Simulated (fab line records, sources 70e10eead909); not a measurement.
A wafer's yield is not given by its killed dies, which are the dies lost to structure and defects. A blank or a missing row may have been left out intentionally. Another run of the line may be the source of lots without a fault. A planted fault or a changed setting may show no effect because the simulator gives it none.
2 desks looking at one fault || flow nand harc || each desk has only its own numbers; what lay behind them comes last

METROLOGY DESK
Lot by lot, what the gauges showed, no matter which tool ran the lot: averages of those sampled wafers that carry a number. Marked OUT: a lot whose mean sits more than 4 standard deviations from the usual mean, which makes it out of limits; the brackets give that distance.
Columns: A = cd nm at NHARC_A_CHANNEL_HOLE_D2_CD_MEAS_10, usual 99.9 nm; B = overlay x nm at NHARC_A_CHANNEL_HOLE_D2_OVL_MEAS_11, usual 0.2 nm; C = overlay y nm at NHARC_A_CHANNEL_HOLE_D2_OVL_MEAS_11, usual 0.0 nm
{"lot": "L640", "first seen here": "day 12 21:40", "A": 100.4, "B": -1.2, "C": 1.1}
{"lot": "L643", "first seen here": "day 14 08:25", "A": 100.7, "B": 1.1, "C": -0.4}
{"lot": "L644", "first seen here": "day 14 09:35", "A": 100.2, "B": -1.1, "C": 0.3}
{"lot": "L645", "first seen here": "day 15 01:50", "A": 100.3, "B": -0.3, "C": 0.2}
{"lot": "L646", "first seen here": "day 15 04:14", "A": 99.4, "B": 1.1, "C": 0.5}
{"lot": "L647", "first seen here": "day 15 21:55", "A": 100.2, "B": 0.0, "C": 0.3}
{"lot": "L648", "first seen here": "day 16 17:59", "A": "104.8 (+6.4) OUT", "B": -0.3, "C": 0.3}
{"lot": "L651", "first seen here": "day 17 10:30", "A": "104.4 (+5.9) OUT", "B": 0.4, "C": -0.4}
{"lot": "L656", "first seen here": "day 20 01:06", "A": 99.4, "B": 0.4, "C": 0.6}
{"lot": "L660", "first seen here": "day 21 12:58", "A": 100.1, "B": 0.5, "C": 0.6}
{"lot": "L662", "first seen here": "day 22 09:20", "A": 100.8, "B": -0.2, "C": 0.6}
{"lot": "L661", "first seen here": "day 22 09:22", "A": 100.3, "B": 0.7, "C": 0.2}
This desk's finding: out of limits on L648, L651; first on L648, day 16 17:59 (cd nm at NHARC_A_CHANNEL_HOLE_D2_CD_MEAS_10). L640, L643, L644, L645, L646, L647, L656, L660, L662, L661: within limits.

DESK OF THE TOOL OWNER: arfi scanner-03
The tool's own readings at NHARC_A_CHANNEL_HOLE_D2_EXPOSE_07 (exposes mask HOLE D2, target cd 100 nm): means of the sampled wafers that have a number, for each lot that ran on this tool. Marked OUT: a lot whose mean sits more than 4 standard deviations from the usual mean, which makes it out of limits; the brackets give that distance.
Columns: A = exposure dose mJ cm2 at NHARC_A_CHANNEL_HOLE_D2_EXPOSE_07, usual 59.62
{"lot": "L645", "first seen here": "day 15 01:41", "A": 59.52}
{"lot": "L647", "first seen here": "day 15 21:47", "A": 59.60}
{"lot": "L648", "first seen here": "day 16 17:51", "A": "65.40 (+96) OUT"}
{"lot": "L651", "first seen here": "day 17 10:22", "A": "64.23 (+77) OUT"}
This desk's finding: out of limits on L648, L651; first on L648, day 16 17:51 (exposure dose mJ cm2 at NHARC_A_CHANNEL_HOLE_D2_EXPOSE_07). L645, L647: within limits.

ALL TOGETHER
An alarm could have come from the tool owner's desk at day 16 17:51, on L648, L651.
On L648, L651, the metrology desk was in a position to raise an alarm at day 16 17:59.
NHARC_A_CHANNEL_HOLE_D2_EXPOSE_07 was run on arfi scanner-03 by each of the lots named.

WHAT THE SIMULATOR HAD PUT IN
Process parameters drifting: arfi scanner-03 at NHARC_A_CHANNEL_HOLE_D2_EXPOSE_07, beginning at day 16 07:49. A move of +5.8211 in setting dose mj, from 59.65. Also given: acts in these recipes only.
Lots struck among those shown: L648, L651.
Counting hours from when the fault started, the first reading out of limits came at 10 for the tool owner's desk and at 10 for the metrology desk.
